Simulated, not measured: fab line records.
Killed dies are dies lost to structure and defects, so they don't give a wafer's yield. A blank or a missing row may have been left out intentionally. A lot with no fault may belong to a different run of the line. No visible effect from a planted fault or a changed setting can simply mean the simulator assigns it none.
A sampling plan put to the test | flow nand-harc | one fab line, 19 faults that these records tell of, each judged on the records of the lots that it struck
The plan is the line's own looks: the steps of the route at which a gauge or an inspection reads the wafer and doesn't change it. A look can be judged if struck wafers have a number there and the file gives its usual mean and standard deviation on fault-free wafers. Caught: a look later than the fault's first step finds the struck wafers' mean 4 or more of those standard deviations (sigma) from the usual mean. On the tool: the fault's steps, tested the same way using the tool's own readings. If the struck wafers alone have a blank record, or they carry another recipe, that too counts as caught.

## THE FAULTS, as the simulator had put them in
1. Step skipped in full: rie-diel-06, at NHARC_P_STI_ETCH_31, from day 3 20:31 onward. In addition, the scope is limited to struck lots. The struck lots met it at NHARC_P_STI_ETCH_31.
2. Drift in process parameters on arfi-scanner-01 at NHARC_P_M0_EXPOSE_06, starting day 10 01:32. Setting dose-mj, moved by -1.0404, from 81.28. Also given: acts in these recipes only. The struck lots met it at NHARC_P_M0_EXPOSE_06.
3. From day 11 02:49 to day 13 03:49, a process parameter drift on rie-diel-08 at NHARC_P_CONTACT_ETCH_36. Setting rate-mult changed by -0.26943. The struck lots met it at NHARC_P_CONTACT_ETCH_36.
4. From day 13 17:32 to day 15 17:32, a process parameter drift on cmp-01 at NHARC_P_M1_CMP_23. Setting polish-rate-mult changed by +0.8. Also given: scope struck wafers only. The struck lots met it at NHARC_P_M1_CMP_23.
5. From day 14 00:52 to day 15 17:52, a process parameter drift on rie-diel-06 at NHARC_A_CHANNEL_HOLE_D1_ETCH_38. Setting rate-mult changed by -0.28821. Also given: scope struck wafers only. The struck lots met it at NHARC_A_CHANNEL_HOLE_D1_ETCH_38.
6. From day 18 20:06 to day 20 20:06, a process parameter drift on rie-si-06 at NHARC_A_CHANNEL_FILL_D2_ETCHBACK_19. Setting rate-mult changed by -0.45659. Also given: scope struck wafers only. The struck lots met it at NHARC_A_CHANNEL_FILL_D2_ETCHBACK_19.
7. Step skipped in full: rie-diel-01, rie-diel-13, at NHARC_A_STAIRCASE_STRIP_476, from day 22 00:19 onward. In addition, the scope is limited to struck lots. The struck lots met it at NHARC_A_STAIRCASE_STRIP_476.
8. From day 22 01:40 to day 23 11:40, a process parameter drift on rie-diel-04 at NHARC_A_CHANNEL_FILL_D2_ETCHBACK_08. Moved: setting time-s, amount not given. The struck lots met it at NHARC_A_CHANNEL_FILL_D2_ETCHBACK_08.
9. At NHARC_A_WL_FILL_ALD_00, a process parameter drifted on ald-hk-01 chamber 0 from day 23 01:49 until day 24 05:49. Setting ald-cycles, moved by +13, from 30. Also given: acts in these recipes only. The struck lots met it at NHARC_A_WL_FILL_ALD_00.
10. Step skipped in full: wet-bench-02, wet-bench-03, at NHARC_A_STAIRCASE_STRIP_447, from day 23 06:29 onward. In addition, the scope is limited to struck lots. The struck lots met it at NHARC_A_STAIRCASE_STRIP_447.
11. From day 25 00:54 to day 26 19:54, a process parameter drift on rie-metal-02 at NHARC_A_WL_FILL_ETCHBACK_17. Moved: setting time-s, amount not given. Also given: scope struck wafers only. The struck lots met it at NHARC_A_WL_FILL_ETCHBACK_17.
12. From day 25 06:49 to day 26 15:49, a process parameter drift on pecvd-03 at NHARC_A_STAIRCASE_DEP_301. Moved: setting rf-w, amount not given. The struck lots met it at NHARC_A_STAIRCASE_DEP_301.
13. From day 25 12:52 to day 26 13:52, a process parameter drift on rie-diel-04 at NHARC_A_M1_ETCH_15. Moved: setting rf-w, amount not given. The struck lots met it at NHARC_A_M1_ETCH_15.
14. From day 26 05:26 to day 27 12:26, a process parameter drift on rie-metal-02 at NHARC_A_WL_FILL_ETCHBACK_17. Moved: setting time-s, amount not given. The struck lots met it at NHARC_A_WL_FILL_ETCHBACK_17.
15. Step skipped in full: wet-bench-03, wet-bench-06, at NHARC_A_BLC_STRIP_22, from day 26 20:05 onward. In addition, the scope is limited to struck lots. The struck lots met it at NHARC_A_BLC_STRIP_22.
16. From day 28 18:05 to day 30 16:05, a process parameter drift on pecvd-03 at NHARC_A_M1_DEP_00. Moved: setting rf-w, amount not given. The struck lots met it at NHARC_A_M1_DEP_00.
17. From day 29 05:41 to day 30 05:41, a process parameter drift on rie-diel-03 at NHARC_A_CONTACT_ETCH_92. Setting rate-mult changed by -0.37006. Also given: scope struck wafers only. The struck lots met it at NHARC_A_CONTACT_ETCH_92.
18. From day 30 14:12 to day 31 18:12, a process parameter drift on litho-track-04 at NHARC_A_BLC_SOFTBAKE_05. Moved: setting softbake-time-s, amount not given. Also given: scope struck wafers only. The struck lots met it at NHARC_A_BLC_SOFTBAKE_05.
19. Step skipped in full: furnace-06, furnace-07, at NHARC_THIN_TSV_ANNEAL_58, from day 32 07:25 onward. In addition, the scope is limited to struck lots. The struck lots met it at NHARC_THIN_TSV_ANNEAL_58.

## WHAT THE PLAN SAW
fault | on the tool itself                               | first look that catches it                      | reading, sigma                    | median hours from its first step to that look | hours from the fault's start to the first struck lot there | judged looks passed uncaught
1     | the tool's record is blank for the struck wafers | no look after it can be judged                  | -                                 | -                                             | -                                                          | 0
2     | exposure-dose-mJ-cm2 -6.3 sigma                  | none of the 2 looks that can be judged after it | -                                 | -                                             | -                                                          | 2
3     | oes-product-au -16 sigma                         | NHARC_END_SORT_01                               | killed-at-periphery +99 or beyond | 464.2                                         | 466                                                        | 0
4     | time-to-endpoint-s -4.9 sigma                    | NHARC_P_M1_THK_MEAS_24                          | thk-nm -4.3                       | 0.3                                           | 27                                                         | 0
5     | oes-product-au -20 sigma                         | NHARC_END_SORT_01                               | killed-dies +17                   | 372.3                                         | 395                                                        | 0
6     | oes-product-au -25 sigma                         | no look after it can be judged                  | -                                 | -                                             | -                                                          | 0
7     | the tool's record is blank for the struck wafers | not the one look that can be judged after it    | -                                 | -                                             | -                                                          | 1
8     | run-length-s +27 sigma                           | not the one look that can be judged after it    | -                                 | -                                             | -                                                          | 1
9     | under 2 sigma                                    | no look after it can be judged                  | -                                 | -                                             | -                                                          | 0
10    | the tool's record is blank for the struck wafers | not the one look that can be judged after it    | -                                 | -                                             | -                                                          | 1
11    | run-length-s -16 sigma                           | not the one look that can be judged after it    | -                                 | -                                             | -                                                          | 1
12    | rf-fwd-power-W -99 or beyond sigma               | no look after it can be judged                  | -                                 | -                                             | -                                                          | 0
13    | rf-fwd-power-W -48 sigma                         | no look after it can be judged                  | -                                 | -                                             | -                                                          | 0
14    | run-length-s -19 sigma                           | no look after it can be judged                  | -                                 | -                                             | -                                                          | 0
15    | the tool's record is blank for the struck wafers | not the one look that can be judged after it    | -                                 | -                                             | -                                                          | 1
16    | rf-fwd-power-W +53 sigma                         | not the one look that can be judged after it    | -                                 | -                                             | -                                                          | 1
17    | oes-product-au -9.7 sigma                        | no look after it can be judged                  | -                                 | -                                             | -                                                          | 0
18    | heater-power-total-W +99 or beyond sigma         | not the one look that can be judged after it    | -                                 | -                                             | -                                                          | 1
19    | the tool's record is blank for the struck wafers | not the one look that can be judged after it    | -                                 | -                                             | -                                                          | 1
Dash: fault not caught, or number not given in these records.

Caught at a look: 3 of 19. Caught on the tool: 18 of 19. By one or the other: 18 of 19.
On the tool alone, faults 1, 2, 6, 7, 8, 10, 11, 12, 13, 14, 15, 16, 17, 18, 19 were caught.
Caught by neither: fault 9.

## THINNER SAMPLING
In the worst case, this is how late the first struck lot would be measured if the look that catches a fault measured only every second or every third lot, by lot number:
fault | struck lots at that look, in order of time | every lot | every second lot | every third lot
3     | L753, L755                                 | 466 h     | may miss all 2   | may miss all 2
4     | L609, L610                                 | 27 h      | 40 h             | may miss all 2
5     | L913                                       | 395 h     | may miss it      | may miss it
Hours count from the start of the fault until the first struck lot that is measured. 4 sigma limit: tested on the pooled struck wafers, so a lone lot may be under it. Other struck lots may not be in these records.

## THE LONGEST TIMED WAY FROM STEP TO LOOK
In fault 3, a median of 464.2 hours elapses between NHARC_P_CONTACT_ETCH_36 and NHARC_END_SORT_01. No look between them can be judged.
